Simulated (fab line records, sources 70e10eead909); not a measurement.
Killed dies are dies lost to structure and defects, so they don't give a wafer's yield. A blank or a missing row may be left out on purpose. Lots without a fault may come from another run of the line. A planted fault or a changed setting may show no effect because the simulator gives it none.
Which tool did it? | flow nand_harc | 13 lots, 39 wafers sampled, at 6 steps of a route of 1302

WHAT THE GAUGES READ, wafer by wafer
NHARC_A_SGD_CUT_CD_MEAS_09: target cd 100 nm.
lot  | measured     | on        | cd_nm (nm)
L951 | day 19 07:15 | cd_sem-02 | 100.3 100.6 100.2
L952 | day 19 14:07 | cd_sem-03 | 99.1 100.0 100.3
L954 | day 20 22:02 | cd_sem-03 | 99.6 100.1 99.9
L958 | day 21 08:32 | cd_sem-01 | 102.6 102.4 102.5
L959 | day 22 23:29 | cd_sem-03 | 102.1 102.1 102.4
L962 | day 24 07:07 | cd_sem-03 | 101.8 101.7 100.9
L965 | day 24 17:53 | cd_sem-02 | 101.7 101.4 101.2
L966 | day 25 04:55 | cd_sem-02 | 100.4 100.9 100.5
L968 | day 25 17:45 | cd_sem-03 | 100.9 99.8 99.5
L971 | day 27 15:31 | cd_sem-01 | 100.6 100.4 99.4
L972 | day 27 15:44 | cd_sem-02 | 100.9 99.8 100.8
L973 | day 28 05:41 | cd_sem-03 | 100.8 99.5 100.2
L974 | day 28 18:38 | cd_sem-03 | 100.1 100.7 100.0

NHARC_A_SGD_CUT_INSPECT_11.
lot  | measured     | on                | raw_defect_count
L951 | day 19 07:22 | defect_inspect-02 | 113 104 97
L952 | day 19 14:14 | defect_inspect-02 | 67 64 67
L954 | day 20 22:10 | defect_inspect-01 | 118 94 125
L958 | day 21 08:40 | defect_inspect-01 | 117 122 101
L959 | day 22 23:37 | defect_inspect-01 | 28 33 36
L962 | day 24 07:15 | defect_inspect-02 | 22 15 20
L965 | day 24 18:02 | defect_inspect-01 | 17 22 18
L966 | day 25 05:02 | defect_inspect-02 | 48 40 49
L968 | day 25 17:52 | defect_inspect-01 | 16 12 18
L971 | day 27 15:38 | defect_inspect-02 | 56 81 68
L972 | day 27 15:51 | defect_inspect-01 | 3 4 4
L973 | day 28 05:49 | defect_inspect-02 | 50 63 47
L974 | day 28 18:46 | defect_inspect-01 | 6 8 9

NHARC_END_SORT_01.
lot  | measured     | on        | killed_at_array | killed_at_other | killed_at_periphery | killed_dies | killed_open | killed_short
L962 | day 29 10:21 | prober-02 | 25 25 33        | 1 3 4           | 4 4 6               | 30 32 43    | 3 2 4       | 0 1 2
L965 | day 30 09:27 | prober-02 | 41 59 51        | 1 0 3           | 4 2 1               | 46 61 55    | 3 6 1       | 1 1 4
L971 | day 32 19:58 | prober-01 | 55 56 51        | 0 0 0           | 3 2 5               | 58 58 56    | 4 3 0       | 2 3 1

WHICH TOOL RAN EACH LOT (tool, then ch and the chambers of the sampled wafers, then the start)
lot  | NHARC_A_STAIRCASE_CMP_152     | NHARC_A_SGD_CUT_DEP_00          | NHARC_A_SGD_CUT_EXPOSE_06
L951 | cmp-01 ch 0,3, day 19 04:45   | pecvd-01 ch 1,2, day 19 06:35   | arfi_scanner-02 ch 0, day 19 07:07
L952 | cmp-01 ch 2,3, day 19 11:37   | pecvd-04 ch 0,1,2, day 19 13:26 | arfi_scanner-03 ch 0, day 19 13:59
L954 | cmp-04 ch 1,2,3, day 20 19:25 | pecvd-04 ch 1,2, day 20 21:19   | arfi_scanner-02 ch 0, day 20 21:54
L958 | cmp-03 ch 0,1,2, day 21 06:02 | pecvd-01 ch 1,2, day 21 07:49   | arfi_scanner-02 ch 0, day 21 08:24
L959 | cmp-04 ch 0,1,2, day 22 21:01 | pecvd-04 ch 0,1, day 22 22:49   | arfi_scanner-02 ch 0, day 22 23:21
L962 | cmp-04 ch 1,2,3, day 24 04:35 | pecvd-04 ch 0,1,2, day 24 06:23 | arfi_scanner-02 ch 0, day 24 06:58
L965 | cmp-03 ch 0,2, day 24 15:19   | pecvd-03 ch 1,2, day 24 17:11   | arfi_scanner-02 ch 0, day 24 17:45
L966 | cmp-04 ch 1,2,3, day 25 02:27 | pecvd-04 ch 0,2, day 25 04:20   | arfi_scanner-01 ch 0, day 25 04:46
L968 | cmp-04 ch 1,2, day 25 15:22   | pecvd-04 ch 0,2, day 25 17:10   | arfi_scanner-01 ch 0, day 25 17:37
L971 | cmp-01 ch 2,3, day 27 12:37   | pecvd-01 ch 0,1,2, day 27 14:52 | arfi_scanner-01 ch 0, day 27 15:23
L972 | cmp-04 ch 1,2,3, day 27 12:57 | pecvd-01 ch 0,1,2, day 27 15:08 | arfi_scanner-01 ch 0, day 27 15:35
L973 | cmp-04 ch 0,2,3, day 28 03:13 | pecvd-04 ch 0,1,2, day 28 04:58 | arfi_scanner-03 ch 0, day 28 05:34
L974 | cmp-03 ch 1,2,3, day 28 16:05 | pecvd-01 ch 0,1, day 28 17:52   | arfi_scanner-01 ch 0, day 28 18:29
- NHARC_A_STAIRCASE_CMP_152: polishes.
- NHARC_A_SGD_CUT_DEP_00: deposits SiNx, target thk 50 nm.
- NHARC_A_SGD_CUT_EXPOSE_06: exposes mask SGD.

WHAT THE TOOLS THEMSELVES READ (means of the sampled wafers that have a number; where no wafer has one, the mark that the record gives instead)
NHARC_A_STAIRCASE_CMP_152.
lot  | tool   | motor_current_A (A)
L951 | cmp-01 | 14.7
L952 | cmp-01 | 12.4
L954 | cmp-04 | 11.9
L958 | cmp-03 | 12.0
L959 | cmp-04 | 12.2
L962 | cmp-04 | 11.7
L965 | cmp-03 | 12.4
L966 | cmp-04 | 11.8
L968 | cmp-04 | 13.3
L971 | cmp-01 | 12.1
L972 | cmp-04 | 11.6
L973 | cmp-04 | 12.1
L974 | cmp-03 | 11.7

NHARC_A_SGD_CUT_DEP_00.
lot  | tool     | heater_power_outer_w (W) | heater_power_w (W)
L951 | pecvd-01 | 514                      | 812
L952 | pecvd-04 | 449                      | 754
L954 | pecvd-04 | 431                      | 756
L958 | pecvd-01 | 553                      | 882
L959 | pecvd-04 | 454                      | 755
L962 | pecvd-04 | 455                      | 752
L965 | pecvd-03 | 474                      | 764
L966 | pecvd-04 | 476                      | 774
L968 | pecvd-04 | 485                      | 775
L971 | pecvd-01 | 465                      | 754
L972 | pecvd-01 | 476                      | 759
L973 | pecvd-04 | 462                      | 766
L974 | pecvd-01 | 437                      | 695

NHARC_A_SGD_CUT_EXPOSE_06.
lot  | tool            | exposure_dose_mJ_cm2
L951 | arfi_scanner-02 | 85.69
L952 | arfi_scanner-03 | 85.63
L954 | arfi_scanner-02 | 85.57
L958 | arfi_scanner-02 | 89.10
L959 | arfi_scanner-02 | 88.42
L962 | arfi_scanner-02 | 87.69
L965 | arfi_scanner-02 | 87.31
L966 | arfi_scanner-01 | 85.51
L968 | arfi_scanner-01 | 85.55
L971 | arfi_scanner-01 | 85.57
L972 | arfi_scanner-01 | 85.56
L973 | arfi_scanner-03 | 85.64
L974 | arfi_scanner-01 | 85.57

THE ANSWER, worked out from the rows above alone
Rule: what is usual is taken from the lots themselves. Put in order of their means at a reading, lots are off if they are a third of the lots or fewer, leave a main group of 4 or more, and stand apart from it by a gap of 3 or more times the standard deviation of the main group's means; of several such gaps the widest counts. A main group whose means are all the same, to the digits that the tables above print for the reading, isn't used. A lot without any number at a reading at which 4 lots or more have one is off too. The other lots that the step has rows for count as sound. The gauges are gone through in route order, then the tools' own readings, and for those a lot's mean is taken as printed above. The first step at which some lot is off is used, and at that step the reading that is off furthest; a lot without a number counts as furthest.
Off: L958, L959, L962, L965, at NHARC_A_SGD_CUT_CD_MEAS_09 (cd_nm). The main group: mean 100.2 nm, standard deviation 0.25.
A tool fits if, at a process step before that reading, it ran every lot that is off, and no sound lot after the first of them. The gauges at NHARC_A_SGD_CUT_CD_MEAS_09 aren't tried: what is off there is off at NHARC_A_SGD_CUT_EXPOSE_06 too, on other tools, and a gauge's error can't cause that. One fits: arfi_scanner-02 at NHARC_A_SGD_CUT_EXPOSE_06. Its last sound lot is L954 (day 20 21:54), its first lot that is off L958 (day 21 08:24): a fault that began between those two fits.
The tool's own readings at NHARC_A_SGD_CUT_EXPOSE_06 bear it out: on the lots that are off they differ by more than 5 times the standard deviation of the sound lots' means. exposure_dose_mJ_cm2 reads 88.13 there against 85.59 on the sound lots.

WHAT THE SIMULATOR HAD PUT IN
Process parameter drift: arfi_scanner-02, from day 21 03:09 on, at NHARC_A_SGD_CUT_EXPOSE_06. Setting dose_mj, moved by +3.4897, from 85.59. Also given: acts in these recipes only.
Lots struck among those shown: L958, L959, L962, L965. The rule above found the same.
